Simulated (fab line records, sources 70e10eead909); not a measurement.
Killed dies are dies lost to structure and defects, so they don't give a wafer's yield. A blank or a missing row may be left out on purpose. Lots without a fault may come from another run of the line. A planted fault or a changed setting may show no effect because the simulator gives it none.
fab line records | flow nand_harc
record lots=14 wafers=41 last_day=24
route steps=1159 shown P_BONDPAD@386 A_ZERO_WELL@404 A_ONON_D1@438 END@1159
lots that met no fault: from a run of the same line without faults
start_h: hours from the record's first day to the start of the lot's first wafer shown | wait_h: hours since the lot's step before | " the same as in the row above | L1.1+2: a row that stands for several wafers | - no value, or no start given | * or withheld: withheld | < > ~ a bound
route shown NAME@n: a module of which the file shows steps, and the number in the route of the first | usual: mean/standard deviation of fault-free wafers | same: alike in all rows | chamber/n: place in a boat | sites: the reading at each site | _std_site: their standard deviation | _edge_site: outer sites' mean less inner sites' | radius_mm: how far each site lies from the wafer's centre | mask NAME#n: copy n | behind: the tool/chamber that last shaped the wafer | hold: why the lot was held/for how many hours/how that ended | device: the transistor (n, p or np) that didn't switch | end of line: the same wafers' tests at the end of the route | a step without rows: its recipe alone | killed: dies lost to structure and defects at the first sort, not the wafer's yield | map: a wafer's dies, x killed, . not, _ none there
set.NAME: the setting as run; set.NAME@STEP: as run at that earlier step | model.NAME: the simulator's own value behind a step, which no gauge read
steps of the route over a sample of lots; a table a step, a row a wafer
services: from which hour (start_h, from the record's first day; less than 0 if before it) a tool's chamber was out of use, for how many hours, and why
## steps
# step NHARC_P_BONDPAD_ACTIVATE_29
# recipe time_s=60 n2_flow_sccm=200 ar_flow_sccm=0 bias_power_w=0 chemistry=N2
# usual drypump_motor_current_A=5.7/0.38 mfc_ar_sccm=0.013/0.014 oes_product_au=1.000/0.012 rf_vpp_V=64.0/0.92 showerhead_plenum_p_Torr=1.76/0.087
# columns lot.wafer tool chamber start_h wait_h drypump_motor_current_A mfc_ar_sccm oes_product_au rf_hours_counter_h rf_vpp_V showerhead_plenum_p_Torr
L599.1 rie_diel-04 3 141.47 0.1 5.5 0.002 0.988 2 63.3 1.65
L599.4 " 2 " " 6.0 0.028 1.025 2 63.0 1.69
L599.6 " 0 " " 6.2 0.032 1.015 - 64.7 1.86
L600.2 rie_diel-10 0 146.95 0.1 5.3 0.008 0.992 50 62.8 1.79
L600.1 " 1 " " 5.1 0.009 1.001 50 63.8 1.84
L600.4 " 3 " " 6.2 0 1.003 51 62.3 1.66
L603.4 rie_diel-04 3 155.32 0.1 5.5 0.002 0.983 4 63.2 1.65
L603.2 " 0 " " 6.3 0.032 1.003 4 64.6 1.86
L603.5 " 2 " " 6.0 0.028 1.009 - 62.7 1.69
L605.1 rie_diel-04 0 170.69 0.1 6.3 0.032 1.002 6 65.0 1.86
L605.3 " 1 " " 5.5 0 1.004 5 63.4 1.85
L605.5 " 3 " " 5.5 0.002 0.998 - 62.7 1.65
L606.2 rie_diel-04 2 172.01 0.1 6.0 0.028 1.012 5 64.0 1.69
L606.3 " 0 " " 6.3 0.032 1.018 6 64.0 1.86
L606.5 " 3 " " 5.5 0.002 0.993 - 64.6 1.65
L608.4 rie_diel-09 1 181.18 0.1 4.7 0.040 0.991 31 65.3 1.85
L608.2 " 2 " " 5.5 0 1.005 35 64.3 1.78
L608.6 " 1 " " 4.8 0.040 0.995 - 64.0 1.85
L607.4 rie_diel-04 3 183.78 0.1 5.5 0.002 0.986 7 63.1 1.65
L607.1 " 1 " " 5.4 0 0.990 7 65.1 1.85
L607.5 " 0 " " 6.3 0.032 0.996 - 62.1 1.86
L611.2 rie_diel-04 3 213.41 0.1 5.5 0.002 0.988 10 63.5 1.65
L611.4 " 0 " " 6.3 0.032 1.007 9 64.1 1.86
L611.6 " 3 " " 5.5 0.002 0.992 - 63.0 1.65
L613.1 rie_diel-04 2 227.12 0.1 6.0 0.028 1.006 12 65.3 1.69
L613.5 " 0 " " 6.3 0.032 1.002 - 64.6 1.86
L613.6 " 1 " " 5.5 0 0.991 - 65.2 1.85
L617.3 rie_diel-04 2 243.03 0.1 6.0 0.028 1.020 13 64.7 1.69
L617.4 " 1 " " 5.4 0 0.997 14 63.7 1.85
L617.5 " 3 " " 5.5 0.002 0.989 - 64.9 1.65
L618.3 rie_diel-04 1 247.46 0.1 5.5 0 0.979 14 64.6 1.85
L618.2 " 2 " " 6.0 0.028 1.007 14 62.1 1.69
L618.5 " 3 " " 5.5 0.002 0.990 - 63.3 1.65
L620.2 rie_diel-04 3 255.32 0.1 5.5 0.002 0.993 15 63.3 1.65
L620.6 " 3 " " 5.5 0.002 0.994 - 64.0 1.65
L621.3 rie_diel-04 3 263.72 0.1 5.5 0.002 0.993 16 63.2 1.65
L621.6 " 1 " " 5.5 0 0.993 - 65.1 1.85
L621.5 " 2 " " 6.0 0.028 1.013 - 63.8 1.69
L622.4 rie_diel-04 1 268.33 0.1 5.4 0 0.991 17 63.3 1.85
L622.2 " 2 " " 6.0 0.028 1.014 16 63.5 1.69
L622.1 " 3 " " 5.5 0.002 0.985 17 65.2 1.65
# step NHARC_A_ZERO_WELL_ETCH_19
# recipe target_depth_a=800 overetch_a=240 time_s=87.88 ion_energy_ev=200 n2_flow_sccm=150 h2_flow_sccm=150 ar_flow_sccm=0 rf_w=400 bias_w=150 chemistry=N2/H2
# usual drypump_motor_current_A=5.6/0.36 mfc_ar_sccm=0.011/0.01 oes_product_au=0.997/0.012 rf_vpp_V=430.0/2.3 showerhead_plenum_p_Torr=2.02/0.082 throttle_valve_pct=14.172/0.0086
# columns lot.wafer tool chamber start_h wait_h drypump_motor_current_A mfc_ar_sccm oes_product_au rf_hours_counter_h rf_vpp_V showerhead_plenum_p_Torr throttle_valve_pct
L599.1 rie_diel-07 1 143.00 0.1 6.0 0 1.018 6 429.0 1.93 14.178
L599.4 " 2 " " 5.2 0.013 1.006 6 428.3 1.97 14.154
L599.6 " 0 " " 6.0 0.032 1.002 - 430.2 2.00 14.173
L600.2 rie_diel-07 2 148.44 0.1 5.2 0.013 1.008 6 428.1 1.97 14.171
L600.1 " 3 " " 5.1 0.014 1.010 6 432.1 2.07 14.169
L600.4 " 0 " " 6.1 0.032 0.995 6 428.9 2.00 14.184
L603.2 rie_diel-07 3 156.67 0.1 5.0 0.014 1.004 6 431.9 2.07 14.177
L603.4 " 1 " " 6.0 0 1.015 7 427.7 1.93 14.168
L603.5 " 3 " " 5.1 0.014 1.013 - 431.5 2.07 14.164
L605.3 rie_diel-07 2 172.05 0.1 5.2 0.013 1.004 8 429.2 1.97 14.178
L605.1 " 0 " " 6.1 0.032 1.000 7 429.5 2.00 14.172
L605.5 " 1 " " 6.0 0 1.009 - 428.5 1.93 14.179
L606.3 rie_diel-07 3 173.62 0.1 5.0 0.014 1.006 7 430.5 2.07 14.159
L606.2 " 0 " " 6.1 0.032 0.992 7 428.5 2.00 14.179
L606.5 " 3 " " 5.0 0.014 1.001 - 431.6 2.07 14.184
L608.4 rie_diel-01 3 182.67 0.1 6.0 0.020 0.983 2 429.3 1.98 14.193
L608.2 " 0 " " 5.9 0 0.980 3 429.1 1.99 14.178
L608.6 " 2 " " 5.6 0 0.991 - 432.0 2.05 14.168
L607.1 rie_diel-12 0 185.30 0.1 6.0 0 0.986 17 425.9 1.90 14.166
L607.4 " 1 " " 5.3 0.008 1.010 - 430.0 2.03 14.181
L607.5 " 3 " " 6.0 0.013 1.004 - 429.7 1.99 14.174
L611.4 rie_diel-07 1 214.89 0.1 5.9 0 1.019 10 425.3 1.93 14.175
L611.2 " 3 " " 5.1 0.014 1.020 8 431.3 2.07 14.177
L611.6 " 1 " " 5.9 0 1.019 - 428.3 1.93 14.178
L613.1 rie_diel-12 1 228.60 0.1 5.3 0.008 0.997 2 430.8 2.03 14.189
L613.5 " 3 " " 6.0 0.013 0.985 - 428.7 1.99 14.175
L613.6 " 0 " " 6.0 0 0.998 - 427.1 1.90 14.192
L617.3 rie_diel-01 3 245.00 0.5 6.0 0.020 0.990 7 428.7 1.98 14.174
L617.4 " 0 " " 5.9 0 0.982 8 428.2 1.98 14.175
L617.5 " 2 " " 5.6 0 0.997 - 431.9 2.05 14.193
L618.2 rie_diel-01 1 249.03 0.1 5.3 0.023 1.013 7 433.6 2.18 14.149
L618.3 " 0 " " 5.9 0 0.985 - 428.9 1.98 14.162
L618.5 " 1 " " 5.3 0.023 0.998 - 435.5 2.18 14.167
L620.2 rie_diel-07 3 256.70 0.1 5.0 0.014 0.984 2 430.3 2.07 14.180
L620.6 " 2 " " 5.2 0.013 1.009 - 429.1 1.97 14.160
L621.3 rie_diel-12 2 265.22 0.1 5.2 0.005 0.992 5 432.5 2.12 14.183
L621.6 " 2 " " 5.2 0.005 0.987 - 431.4 2.12 14.185
L621.5 " 0 " " 6.0 0 0.987 - 427.2 1.90 14.169
L622.2 rie_diel-01 3 269.83 0.1 6.0 0.020 0.985 9 429.2 1.98 14.175
L622.1 " 0 " " 5.9 0 0.996 11 429.1 1.98 14.162
L622.4 " 1 " " 5.3 0.023 1.002 - 434.5 2.18 14.162
# step NHARC_A_ONON_D1_DEP_19
# recipe target_thk_a=10000 n2_flow_sccm=2750 n2o_flow_sccm=2000 nh3_flow_sccm=500 sih4_flow_sccm=210 temp_c=400
# columns lot.wafer tool chamber start_h wait_h
L599.1+4+6 pecvd_onon-04 0 175.27 0.1
L600.1+2+4 pecvd_onon-02 0 180.57 0.1
L603.2+4+5 pecvd_onon-02 0 187.94 0.1
L605.1+3+5 pecvd_onon-02 0 203.51 0.1
L606.2+3+5 pecvd_onon-04 0 203.56 0.1
L607.1+4+5 pecvd_onon-02 0 218.20 0.1
L608.2+4+6 pecvd_onon-04 0 218.30 0.1
L611.2+4+6 pecvd_onon-03 0 246.09 0.1
L613.1+5+6 pecvd_onon-03 0 262.19 0.1
L617.3+4+5 pecvd_onon-04 0 277.70 0.2
L618.2+3+5 pecvd_onon-04 0 282.43 0.1
L620.2+6 pecvd_onon-04 0 287.95 0.1
L621.3+5+6 pecvd_onon-03 0 296.94 0.2
L622.1+2+4 pecvd_onon-03 0 306.76 0.1
# step NHARC_A_ONON_D1_THK_MEAS_21
# recipe thk_meas_gauge=ellipsometry
# usual thk_nm=1000/7.6
# columns lot.wafer tool chamber start_h wait_h thk_nm
L599.1 film_metro-01 - 175.79 - 991
L599.4 " - " " 992
L599.6 " - " " 991
L600.1 film_metro-01 - 181.09 - 998
L600.2 " - " " 998
L600.4 " - " " 997
L603.2 film_metro-01 - 188.40 - 997
L603.4 " - " " 996
L603.5 " - " " 998
L606.2 film_metro-01 - 204.01 - 1010
L606.3 " - " " 1011
L606.5 " - " " 1009
L605.1 film_metro-02 - 204.01 - 1008
L605.3 " - " " 1010
L605.5 " - " " 1009
L607.1 film_metro-01 - 218.71 - 1009
L607.4 " - " " 1009
L607.5 " - " " 1010
L608.2 film_metro-01 - 218.75 - 1004
L608.4 " - " " 1005
L608.6 " - " " 1004
L611.2 film_metro-01 - 246.54 - 1005
L611.4 " - " " 1003
L611.6 " - " " 1004
L613.1 film_metro-02 - 262.70 - 997
L613.5 " - " " 996
L613.6 " - " " 996
L617.3 film_metro-01 - 278.09 - 1779
L617.4 " - " " 1779
L617.5 " - " " 1781
L618.2 film_metro-01 - 282.88 - 1766
L618.3 " - " " 1768
L618.5 " - " " 1768
L620.2 film_metro-01 - 288.40 - 1773
L620.6 " - " " 1773
L621.3 film_metro-02 - 297.33 - 1004
L621.5 " - " " 1005
L621.6 " - " " 1006
L622.1 film_metro-02 - 307.27 - 989
L622.2 " - " " 990
L622.4 " - " " 990
# step NHARC_END_SORT_01
# recipe temp_c=25
# usual killed_at_array=29/11 killed_at_other=0.7/1.1 killed_at_periphery=2.9/2.2 killed_dies=33/11 killed_open=3.1/1.8 killed_short=1.9/1.4
# same gross_dies=677
# columns lot.wafer tool chamber start_h wait_h killed_at_array killed_at_other killed_at_periphery killed_dies killed_open killed_short
L618.2 prober-01 0 556.04 2.8 677 0 0 677 4 1
L618.3 prober-01 0 556.84 3.1 674 0 3 677 3 5
L618.5 prober-01 0 558.44 3.7 677 0 0 677 1 5
# killed by level:class
L618.2 A_ONON_D1:area_dep=630 A_CHANNEL_HOLE_D1:chamber_film_flake=18 A_SLIT:chamber_film_flake=17 A_CONTACT:chamber_film_flake=4 A_CHANNEL_FILL_D1:chamber_film_flake=2 A_SOURCE_PLATE:geometric_particle:open=1 A_ONON_D1:geometric_particle:open=1 A_CHANNEL_FILL_D1:geometric_particle:open=1
L618.3 A_ONON_D1:area_dep=626 A_CHANNEL_HOLE_D1:chamber_film_flake=18 A_SLIT:chamber_film_flake=17 A_CHANNEL_FILL_D1:geometric_particle:short=2 A_M0:geometric_particle:short=2 A_STAIRCASE:chamber_film_flake=2 A_CONTACT:chamber_film_flake=2 P_GATE:geometric_particle:short=1
L618.5 A_ONON_D1:area_dep=630 A_SLIT:chamber_film_flake=17 A_CHANNEL_HOLE_D1:chamber_film_flake=16 A_CONTACT:chamber_film_flake=4 A_CHANNEL_FILL_D1:geometric_particle:short=2 A_CHANNEL_FILL_D1:chamber_film_flake=2 A_STAIRCASE:chamber_film_flake=2 A_CHANNEL_HOLE_D1:geometric_particle:short=1
## services
# columns tool chamber start_h hours kind
rie_diel-01 3 125.16 3.9 repair
rie_diel-10 0 131.38 2.7 repair
rie_diel-01 - 137.80 9.0 pm
pecvd_onon-03 - 153.00 13.0 pm
rie_diel-10 - 176.50 9.0 pm
rie_diel-04 2 178.37 1.5 repair
rie_diel-01 2 184.28 5.6 repair
rie_diel-12 2 184.40 13.2 repair
rie_diel-01 3 186.25 1.9 repair
rie_diel-04 - 195.89 0.3 repair
rie_diel-12 - 202.52 9.0 pm
rie_diel-04 0 206.22 5.4 repair
rie_diel-04 0 215.23 5.7 repair
rie_diel-07 - 228.20 9.0 pm
pecvd_onon-03 - 234.90 6.8 repair
rie_diel-01 1 236.53 3.4 repair
pecvd_onon-04 - 237.02 13.0 pm
rie_diel-07 1 243.42 4.6 repair
rie_diel-04 0 246.58 15.6 repair
rie_diel-01 3 248.64 6.8 repair
rie_diel-12 3 259.97 6.4 repair
rie_diel-12 1 271.16 6.4 repair
rie_diel-04 - 289.02 9.0 pm
pecvd_onon-02 - 292.00 13.0 pm
## key
first_sign step=NHARC_A_ONON_D1_THK_MEAS_21 reading=thk_nm direction=up sigmas=99+ usual=1000 struck=1773
effect step=NHARC_END_SORT_01 reading=killed_dies direction=up sigmas=58 usual=33 struck=677
more_kills_born_at NHARC_A_ONON_D1_DEP_19@pecvd_onon-04=1886
met_at NHARC_A_ONON_D1_DEP_19
struck_lots L617,L618,L620
rows_end L617.3,L617.4,L617.5,L620.2,L620.6
later_rows_left_out L618.2,L618.3,L618.5
tester_left_out L618
not_acting_at NHARC_P_BONDPAD_ACTIVATE_29,NHARC_A_ZERO_WELL_ETCH_19
onset_between 218.30 277.70
fault kind=process_parameter_drift tool=pecvd_onon-04 chamber=- onset_h=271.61 steps=NHARC_A_ONON_D1_DEP_19 channel=target_thk_a offset=* shape=step acts_in=* stated=*
# tester_left_out: of these lots the tester's yield and bins aren't shown, on N5 and GAA mostly nor the transistor test; their killed dies are dies lost to structure and defects alone, not to doping, threshold or leakage, so they don't give the yield
# later_rows_left_out: the simulator's readings of these wafers behind a module that went badly wrong aren't trusted and aren't shown, but for the sort
# rows_end: these wafers met a further fault down the route, and their rows from its step on are left out
